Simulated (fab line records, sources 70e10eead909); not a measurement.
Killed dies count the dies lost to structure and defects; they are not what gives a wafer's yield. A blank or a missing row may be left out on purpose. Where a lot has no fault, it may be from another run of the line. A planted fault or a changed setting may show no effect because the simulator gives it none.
fab line records | flow nand_harc | part 2 of 2: steps 26 to 38 of 38
[record] lots = 5 wafers = 15 last_day = 33
route steps=1302 shown A_M0@1144 A_M1@1169
lots with no fault: from the same line, run without faults
start_h: the number of hours between the record's first day and the start of the first shown wafer of the lot | wait_h: hours from the lot's prior step to this one | " unchanged from the row above | L1.1+2: a single row standing in for several wafers | - either no value or no given start | * or withheld: withheld | < > ~ a bound
route shown NAME@n: NAME is a module with steps in the file, n the number in the route of the first one | usual: average and standard deviation across the fault-free wafers | same: alike in all rows | chamber/n: place in a boat | sites: the reading at each site | _std_site: the standard deviation of these | _edge_site: inner sites' mean taken away from outer sites' mean | radius_mm: for every site, how far away it sits from the centre of the wafer | mask NAME#n: copy n | behind: the last tool/chamber to shape the wafer | hold: why the lot went on hold/how many hours it stayed there/how the hold came to an end | device: whichever transistor did not switch (one of n, p or np) | end of line: tests run on the same wafers once the route is complete | a step given without rows: its recipe and nothing more | killed: at the first sort, the dies lost to defects and structure; wafer yield is something else | map: a wafer's dies, marking killed ones x, the rest . and places with no die _
set.NAME: setting as actually run; set.NAME@STEP: the setting as run at that earlier step | model.NAME: the simulator's own value behind a step, which no gauge read
lots at selected steps of the route; one table per step, one row per wafer
services: when a tool's chamber went out of use (start_h, in hours from the record's first day, below 0 if earlier), for how many hours, and the reason
[[steps]]
[step NHARC_A_M1_DEHYDRATE_01]
[recipe] temp_c = 150 time_s = 120
// columns lot.wafer tool chamber start_h wait_h
L074.1+2+6 litho_track-06 0 543.98 -
L078.3+5+6 litho_track-01 0 547.77 -
L091.4+5+6 litho_track-01 0 679.84 -
L092.1+2+5 litho_track-06 0 692.03 -
L097.3+4+6 litho_track-06 0 744.77 -
[step NHARC_A_M1_HMDS_02]
[recipe] time_s = 30
// columns lot.wafer tool chamber start_h wait_h
L074.1+2+6 litho_track-06 0 - -
L078.3+5+6 litho_track-01 0 - -
L091.4+5+6 litho_track-01 0 - -
L092.1+2+5 litho_track-06 0 - -
L097.3+4+6 litho_track-06 0 - -
[step NHARC_A_M1_COAT_34]
[recipe] temp_c = 200 time_s = 65
// columns lot.wafer tool chamber start_h wait_h
L074.1+2+6 litho_track-06 0 - -
L078.3+5+6 litho_track-01 0 - -
L091.4+5+6 litho_track-01 0 - -
L092.1+2+5 litho_track-06 0 - -
L097.3+4+6 litho_track-06 0 - -
[step NHARC_A_M1_COAT_03]
[recipe] spin_rpm = 1500 resist_thk_nm = 90
// columns lot.wafer tool chamber start_h wait_h
L074.1+2+6 litho_track-06 0 - -
L078.3+5+6 litho_track-01 0 - -
L091.4+5+6 litho_track-01 0 - -
L092.1+2+5 litho_track-06 0 - -
L097.3+4+6 litho_track-06 0 - -
[step NHARC_A_M1_SOFTBAKE_04]
[recipe] temp_c = 105 time_s = 55
// columns lot.wafer tool chamber start_h wait_h
L074.1+2+6 litho_track-06 0 - -
L078.3+5+6 litho_track-01 0 - -
L091.4+5+6 litho_track-01 0 - -
L092.1+2+5 litho_track-06 0 - -
L097.3+4+6 litho_track-06 0 - -
[step NHARC_A_M1_EBR_05]
// columns lot.wafer tool chamber start_h wait_h
L074.1+2+6 litho_track-06 0 - -
L078.3+5+6 litho_track-01 0 - -
L091.4+5+6 litho_track-01 0 - -
L092.1+2+5 litho_track-06 0 - -
L097.3+4+6 litho_track-06 0 - -
[step NHARC_A_M1_EXPOSE_06]
[recipe] na = 1.35 target_cd_nm = 120 dose_mj = 75.13 mask_id = A_M1
// columns lot.wafer tool chamber start_h wait_h mask
L074.1+2+6 arfi_scanner-02 0 544.27 - A_M1#0
L078.3+5+6 arfi_scanner-01 0 548.06 - A_M1#0
L091.4+5+6 arfi_scanner-02 0 680.14 - A_M1#0
L092.1+2+5 arfi_scanner-03 0 692.20 - A_M1#0
L097.3+4+6 arfi_scanner-02 0 744.94 - A_M1#0
[step NHARC_A_M1_PEB_07]
[recipe] peb_temp_c = 100 peb_time_s = 65
// columns lot.wafer tool chamber start_h wait_h
L074.1+2+6 litho_track-04 0 544.33 0.1
L078.3+5+6 litho_track-04 0 548.12 0.0
L091.4+5+6 litho_track-06 0 680.20 0.0
L092.1+2+5 litho_track-04 0 692.26 0.1
L097.3+4+6 litho_track-04 0 745.00 0.0
[step NHARC_A_M1_DEVELOP_08]
[recipe] develop_time_s = 35 dev_temp_c = 23
[usual] developer_temp_C = 23.01/0.099
[same] develop_time_s = 35
// columns lot.wafer tool chamber start_h wait_h developer_temp_C
L074.1 litho_track-04 0 - - 23.05
L074.2 " 0 " " 22.97
L074.6 " 0 " " 23.13
L078.3 litho_track-04 0 - - 22.81
L078.5 " 0 " " 23.17
L078.6 " 0 " " 22.99
L091.4 litho_track-06 0 - - 22.83
L091.5 " 0 " " 23.03
L091.6 " 0 " " 22.87
L092.1 litho_track-04 0 - - 23.12
L092.2 " 0 " " 22.92
L092.5 " 0 " " 22.97
L097.3 litho_track-04 0 - - 23.03
L097.4 " 0 " " 22.99
L097.6 " 0 " " 22.98
[step NHARC_A_M1_CD_MEAS_09]
[recipe] target_cd_nm = 120 landing_energy_ev = 500
[usual] cd_nm = 119.9/0.68
// columns lot.wafer tool chamber start_h wait_h cd_nm
L074.1 cd_sem-03 0 544.41 - 120.0
L074.2 " 0 " " 119.5
L074.6 " 0 " " 118.1
L078.3 cd_sem-01 0 548.20 - 119.7
L078.5 " 0 " " 120.4
L078.6 " 0 " " 120.3
L091.4 cd_sem-02 0 680.28 - 119.2
L091.5 " 0 " " 120.4
L091.6 " 0 " " 119.7
L092.1 cd_sem-02 0 692.34 - 119.8
L092.2 " 0 " " 119.0
L092.5 " 0 " " 119.7
L097.3 cd_sem-01 0 745.08 - 119.9
L097.4 " 0 " " 119.9
L097.6 " 0 " " 119.5
[step NHARC_A_M1_OVL_MEAS_10]
[recipe] pitch_nm = 240
[usual] overlay_x_nm = 0.3/0.81 overlay_y_nm = -0.1/0.75
// columns lot.wafer tool chamber start_h wait_h overlay_x_nm overlay_y_nm
L074.1 overlay-02 - 544.50 - 0.2 0.8
L074.2 " - " " 0.1 1.2
L074.6 " - " " 0.0 0.4
L078.3 overlay-01 - 548.28 - 0.1 -0.9
L078.5 " - " " -0.3 0.0
L078.6 " - " " 0.2 0.0
L091.4 overlay-02 - 680.36 - 2.0 0.8
L091.5 " - " " 1.0 0.3
L091.6 " - " " 1.2 0.5
L092.1 overlay-02 - 692.42 - -0.5 -0.8
L092.2 " - " " -0.2 -1.1
L092.5 " - " " -0.3 -1.3
L097.3 overlay-01 - 745.16 - 0.2 -1.5
L097.4 " - " " 0.5 -1.0
L097.6 " - " " 0.2 -2.0
[step NHARC_A_M1_INSPECT_11]
[usual] raw_defect_count = 95/34
// columns lot.wafer tool chamber start_h wait_h raw_defect_count
L074.1 defect_inspect-01 - 544.53 0.0 109
L074.2 " - " " 108
L074.6 " - " " 113
L078.3 defect_inspect-01 - 548.32 0.0 70
L078.5 " - " " 71
L078.6 " - " " 43
L091.4 defect_inspect-01 - 680.40 0.0 79
L091.5 " - " " 81
L091.6 " - " " 85
L092.1 defect_inspect-02 - 692.46 0.0 124
L092.2 " - " " 137
L092.5 " - " " 140
L097.3 defect_inspect-01 - 745.20 0.0 122
L097.4 " - " " 111
L097.6 " - " " 125
[step NHARC_A_M1_DESCUM_14]
[recipe] time_s = 3 o2_flow_sccm = 200 ar_flow_sccm = 0 bias_power_w = 0 chemistry = O2
[usual] drypump_motor_current_A = 5.5/0.44 oes_product_au = 1.003/0.011 rf_vpp_V = 57.9/0.92 showerhead_plenum_p_Torr = 1.95/0.089 throttle_valve_pct = 11.310/0.009
// columns lot.wafer tool chamber start_h wait_h drypump_motor_current_A oes_product_au rf_hours_counter_h rf_vpp_V showerhead_plenum_p_Torr throttle_valve_pct
L074.2 rie_diel-13 0 544.61 0.1 6.3 0.996 0.9 59.1 2.01 11.311
L074.1 " 1 " " 4.9 1.024 1.1 55.6 1.94 11.302
L074.6 " 3 " " 5.7 1.023 - 57.5 1.77 11.315
L078.3 rie_diel-13 2 548.39 0.1 4.9 1.006 1.4 57.0 2.04 11.307
L078.6 " 1 " " 4.9 1.011 - 58.4 1.94 11.301
L078.5 " 2 " " 4.9 1.002 - 58.6 2.03 11.303
L091.4 rie_diel-02 0 680.48 0.1 5.5 1.006 2.1 58.6 1.94 11.322
L091.5 " 2 " " 5.6 0.996 - 58.0 2.00 11.290
L091.6 " 3 " " 5.8 1.002 - 57.4 1.89 11.296
L092.1 rie_diel-02 0 692.52 0.1 5.5 1.002 2.5 58.3 1.94 11.314
L092.2 " 3 " " 5.8 1.012 2.7 58.6 1.89 11.306
L092.5 " 0 " " 5.5 0.991 - 58.3 1.94 11.322
L097.3 rie_diel-13 0 745.26 0.1 6.3 0.999 2.2 57.9 2.01 11.314
L097.4 " 2 " " 4.9 1.006 3.2 57.1 2.03 11.305
L097.6 " 0 " " 6.3 0.996 - 59.8 2.01 11.305
[[services]]
// columns tool chamber start_h hours kind
cmp-03 - 521.68 3.7 repair
pvd_sputter-03 - 526.00 10.0 pm
litho_track-06 - 529.00 7.0 pm
rie_diel-06 3 529.62 5.5 repair
litho_track-04 - 553.01 7.0 pm
pvd_sputter-03 - 561.61 0.8 repair
pecvd-04 2 599.65 8.6 repair
pvd_sputter-03 - 613.25 3.9 repair
pecvd-04 - 631.14 13.0 pm
pvd_sputter-02 - 638.04 10.0 pm
rie_diel-06 - 639.15 0.5 repair
pvd_sputter-03 - 646.89 3.6 repair
rie_diel-07 - 648.22 9.0 pm
rie_diel-06 - 661.20 9.0 pm
rie_diel-06 3 672.30 4.1 repair
pvd_sputter-03 - 676.24 2.2 repair
litho_track-01 - 680.00 7.0 pm
rie_diel-06 3 695.15 4.3 repair
rie_diel-07 - 700.33 0.7 repair
litho_track-06 - 704.00 7.0 pm
pvd_sputter-03 - 704.06 10.0 pm
rie_diel-07 - 719.16 4.7 repair
litho_track-04 - 728.01 7.0 pm
rie_diel-07 2 729.95 4.1 repair
